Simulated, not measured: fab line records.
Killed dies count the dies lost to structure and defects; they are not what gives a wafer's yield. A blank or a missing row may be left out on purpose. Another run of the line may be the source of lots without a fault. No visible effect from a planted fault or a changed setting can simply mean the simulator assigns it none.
Which tool was responsible? / flow nand harc / 6 lots with 18 wafers sampled at 6 steps, on a route of 1302 steps

## WHAT THE GAUGES READ, wafer by wafer
NHARC_END_SORT_01.
lot / measured / on / killed at array

## WHICH TOOL RAN EACH LOT (tool, then ch and the chambers of the sampled wafers, then the start)
lot=L798; NHARC_P_CONTACT_DEP_00=pecvd-04 ch 0,1,2, day 6 21:28 or earlier; NHARC_P_CONTACT_ETCH_18=rie diel-11 ch 0,2,3, day 6 21:28 or earlier; NHARC_P_CONTACT_PVD_32=pvd sputter-03, day 6 21:28 or earlier; NHARC_P_CONTACT_CVD_23=cvd w-02 ch 0,1, day 6 21:28; NHARC_P_CONTACT_CMP_24=cmp-03 ch 0,1,3, day 6 22:07
lot=L802; NHARC_P_CONTACT_DEP_00=pecvd-04 ch 0,1, day 8 13:09 or earlier; NHARC_P_CONTACT_ETCH_18=rie diel-07 ch 2,3, day 8 13:09 or earlier; NHARC_P_CONTACT_PVD_32=pvd sputter-03, day 8 13:09 or earlier; NHARC_P_CONTACT_CVD_23=cvd w-02 ch 0,1, day 8 13:09; NHARC_P_CONTACT_CMP_24=cmp-03 ch 0,1, day 8 13:48
lot=L804; NHARC_P_CONTACT_DEP_00=pecvd-01 ch 0,1,2, day 9 07:03 or earlier; NHARC_P_CONTACT_ETCH_18=rie diel-11 ch 0,2,3, day 9 07:03 or earlier; NHARC_P_CONTACT_PVD_32=pvd sputter-01, day 9 07:03 or earlier; NHARC_P_CONTACT_CVD_23=cvd w-01 ch 0,1, day 9 07:03; NHARC_P_CONTACT_CMP_24=cmp-01 ch 0,2,3, day 9 07:30
lot=L806; NHARC_P_CONTACT_DEP_00=pecvd-03 ch 0,1,2, day 10 03:04 or earlier; NHARC_P_CONTACT_ETCH_18=rie diel-11 ch 0,1, day 10 03:04 or earlier; NHARC_P_CONTACT_PVD_32=pvd sputter-01, day 10 03:04 or earlier; NHARC_P_CONTACT_CVD_23=cvd w-01 ch 0,1, day 10 03:04; NHARC_P_CONTACT_CMP_24=cmp-03 ch 0,2,3, day 10 03:41
lot=L816; NHARC_P_CONTACT_DEP_00=pecvd-03 ch 0,2, day 14 06:56 or earlier; NHARC_P_CONTACT_ETCH_18=rie diel-07 ch 0,2,3, day 14 06:56 or earlier; NHARC_P_CONTACT_PVD_32=pvd sputter-03, day 14 06:56 or earlier; NHARC_P_CONTACT_CVD_23=cvd w-01 ch 0,1, day 14 06:56; NHARC_P_CONTACT_CMP_24=cmp-03 ch 0,2,3, day 14 07:30
lot=L819; NHARC_P_CONTACT_DEP_00=pecvd-03 ch 0,2, day 15 09:04 or earlier; NHARC_P_CONTACT_ETCH_18=rie diel-04 ch 1,2, day 15 09:04 or earlier; NHARC_P_CONTACT_PVD_32=pvd sputter-01, day 15 09:04 or earlier; NHARC_P_CONTACT_CVD_23=cvd w-02 ch 0,1, day 15 09:04; NHARC_P_CONTACT_CMP_24=cmp-04 ch 0,1, day 15 09:38
- NHARC_P_CONTACT_DEP_00: deposits SiO2, target thk 500 nm.
- NHARC_P_CONTACT_ETCH_18: etches the open film in C4F8/O2/Ar, target depth 481 nm, time 240.5 s.
- NHARC_P_CONTACT_PVD_32: deposits Ti, target thk 5 nm, time 17.7 s.
- NHARC_P_CONTACT_CVD_23: deposits W, target thk 200 nm, time 557 s.
- NHARC_P_CONTACT_CMP_24: polishes, t overpolish 30 s, target thk 200 nm.

## THE ANSWER, worked out from the rows above alone
Rule: what is usual is taken from the lots themselves. Put in order of their means at a reading, lots are off if they are a third of the lots or fewer, leave a main group of 4 or more, and stand apart from it by a gap of 3 or more times the standard deviation of the main group's means; of several such gaps the widest counts. If all means in a main group match to the digits the tables above print for the reading, that group is not used. A lot without any number at a reading at which 4 lots or more have one is off too. Where the step has rows for the other lots, those lots are counted as sound.
Nothing can be told from this: no lot is off at any reading shown.

## WHAT WAS PUT IN BY THE SIMULATOR
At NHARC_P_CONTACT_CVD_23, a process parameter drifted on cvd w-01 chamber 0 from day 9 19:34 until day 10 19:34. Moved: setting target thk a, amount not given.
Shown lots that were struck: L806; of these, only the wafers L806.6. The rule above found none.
